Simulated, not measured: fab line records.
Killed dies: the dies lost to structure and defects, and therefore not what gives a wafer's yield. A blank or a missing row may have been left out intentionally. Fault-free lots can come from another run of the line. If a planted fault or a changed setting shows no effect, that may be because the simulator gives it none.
Chamber matching | flow n5-finfet | N5_SDB_DESCUM_16 on rie-diel-03: 4 sister chambers
The step chemistry O2, time 7.9 s. 14 wafers are shown with their chamber, then 7 later ones without.

WAFERS WITH THEIR CHAMBER
wafer  | chamber | showerhead-plenum-p-Torr (Torr) | drypump-motor-current-A (A) | throttle-valve-pct (%)
L074.4 | 1       | 2.15                            | 6.1                         | 20.12
L074.5 | 0       | 2.23                            | 5.5                         | 19.91
L074.6 | 3       | 2.10                            | 6.0                         | 20.08
L077.1 | 3       | 2.10                            | 6.0                         | 20.10
L077.2 | 1       | 2.15                            | 6.1                         | 20.13
L077.5 | 0       | 2.23                            | 5.4                         | 19.92
L079.3 | 1       | 2.15                            | 6.1                         | 20.15
L079.4 | 3       | 2.10                            | 6.0                         | 20.09
L079.5 | 2       | 2.14                            | 5.6                         | 19.98
L081.2 | 0       | 2.22                            | 5.5                         | 19.95
L081.4 | 2       | 2.14                            | 5.6                         | 19.98
L081.5 | 2       | 2.14                            | 5.6                         | 19.99
L083.1 | 0       | 2.22                            | 5.5                         | 19.97
L083.2 | 2       | 2.14                            | 5.6                         | 20.00

SIGNATURES (averages over the wafers above)
reading                  | chamber 0 | chamber 1 | chamber 2 | chamber 3 | scatter within a chamber
showerhead-plenum-p-Torr | 2.2250    | 2.1500    | 2.1400    | 2.1000    | 0.00316
drypump-motor-current-A  | 5.475     | 6.100     | 5.600     | 6.000     | 0.0274
throttle-valve-pct       | 19.9375   | 20.1333   | 19.9875   | 20.0900   | 0.0179
Rule: a wafer lies at a distance from a chamber equal to the root of the sum of squares, over the readings, of (its reading less the chamber's mean, divided by the reading's scatter). The wafer belongs to the nearest chamber; if the next one is less than 2 further off, it can't be placed. The scatter: the root of (the sum of the squares of (reading less its chamber's mean) over the shown wafers, divided by (wafers less chambers)).

WAFERS MISSING THEIR CHAMBER
wafer  | showerhead-plenum-p-Torr (Torr) | drypump-motor-current-A (A) | throttle-valve-pct (%)
L083.3 | 2.10                            | 6.0                         | 20.10
L083.4 | 2.14                            | 6.1                         | 20.16
L083.5 | 2.09                            | 6.0                         | 20.09
L083.6 | 2.14                            | 5.6                         | 19.99
L086.3 | 2.14                            | 6.1                         | 20.15
L086.4 | 2.09                            | 6.0                         | 20.12
L086.5 | 2.14                            | 6.1                         | 20.16

WHICH CHAMBER EACH WENT THROUGH
wafer  | from the rows above | in truth
L083.3 | 3                   | 3
L083.4 | 1                   | 1
L083.5 | 3                   | 3
L083.6 | 2                   | 2
L086.3 | 1                   | 1
L086.4 | 3                   | 3
L086.5 | 1                   | 1
7 of 7 placed correctly. Number that these rows cannot place: 0. 0 placed wrongly.
